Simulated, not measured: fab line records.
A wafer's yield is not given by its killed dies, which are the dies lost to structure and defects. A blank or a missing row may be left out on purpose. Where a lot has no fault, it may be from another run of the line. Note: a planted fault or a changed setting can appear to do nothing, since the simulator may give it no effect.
8D (eight disciplines) problem report, filled in by code | flow n5 finfet | the parts of the form that need people (team, actions taken, sign-off) are left out

== 1. THE PROBLEM ==
Wafers free of any fault read -0.2 nm (standard deviation 0.61) for M4_OVL at N5_BEOL_M4_OVL_MEAS_12, against a mean of 5.8 nm on 9 wafers of 3 lots. Measured from the usual mean, that is +9.9 standard deviations.
Seen first at day 10 19:57 on overlay-02, wafer L683.1. The record holds 30 wafers of 10 lots with a number at this step. Rule for "out" (also "out of limits"): further than 4 standard deviations from the usual mean. The other wafers with a number count as sound.

== 2. WHAT IT IS AND WHAT IT IS NOT ==
question                    | is                     | is not
which readings at this step | M4_OVL                 | -
which lots                  | L678, L683, L684       | L676, L679, L682, L688, L689, L690, L698
which wafers of those lots  | all that have a number | -
read on which gauges        | overlay-01, overlay-02 | -
when                        | from day 10 19:57      | up to then (9 sound wafers); but 12 sound wafers of L688, L689, L690, L698 came after

== 3. THE SUSPECTS, EACH WITH WHAT RULES IT OUT ==
Counting: any tool at a process step up to the reading is kept as a suspect provided that every lot that is out went through it and no sound lot did after the first of them.
- the gauge at N5_BEOL_M4_OVL_MEAS_12 has been ruled out. The wafers that are out were read on 2 gauges (overlay-01, overlay-02).
- euv scanner-01 at N5_BEOL_M4_EXPOSE_08 (exposes mask M4): kept. It processed each lot that is out, first L683 at day 10 19:47, and no sound lot thereafter; up to then, the last sound lot it processed was L679 at day 9 21:53.
After counting, what remains is euv scanner-01 at N5_BEOL_M4_EXPOSE_08.

== 4. THE CAUSE (what the simulator had put in) ==
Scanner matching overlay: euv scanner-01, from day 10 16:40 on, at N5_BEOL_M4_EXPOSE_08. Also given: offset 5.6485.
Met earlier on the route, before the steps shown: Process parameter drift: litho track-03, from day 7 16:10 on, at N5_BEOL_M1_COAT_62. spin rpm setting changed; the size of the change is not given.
After counting, this tool was the only one left.

== 5. THE EFFECT CHAIN, in route order ==
Each row: a reading whose mean over the struck wafers that have a number lies more than 3 standard deviations from the usual. Scope: only readings with a usual standard deviation given in the record; hours: median across lots of the time from each lot's start at the first step in this table that gives one to its start at this step; sigmas: change in usual standard deviations.
hours | step                   | reading | usual   | on struck wafers | change | sigmas
0     | N5_BEOL_M4_OVL_MEAS_12 | M4_OVL  | -0.2 nm | 5.8              | +6.0   | +9.9
Later measuring or inspecting steps at which every struck wafer that the step has a row for has a number for every such reading, and none has moved that far: N5_BEOL_M4_INSPECT_13, N5_BEOL_M4_RC_MEAS_101.

== 6. WHAT WOULD HAVE CAUGHT IT SOONER ==
The first out-of-limits reading at a measuring or inspecting step in this record came at day 10 19:57, 3 hours after the fault's start at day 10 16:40.
Among the 3 lots that are out, L684, L678 began N5_BEOL_M4_EXPOSE_08 on euv scanner-01 after day 10 19:57. A hold on the tool at that time would have spared those 2.
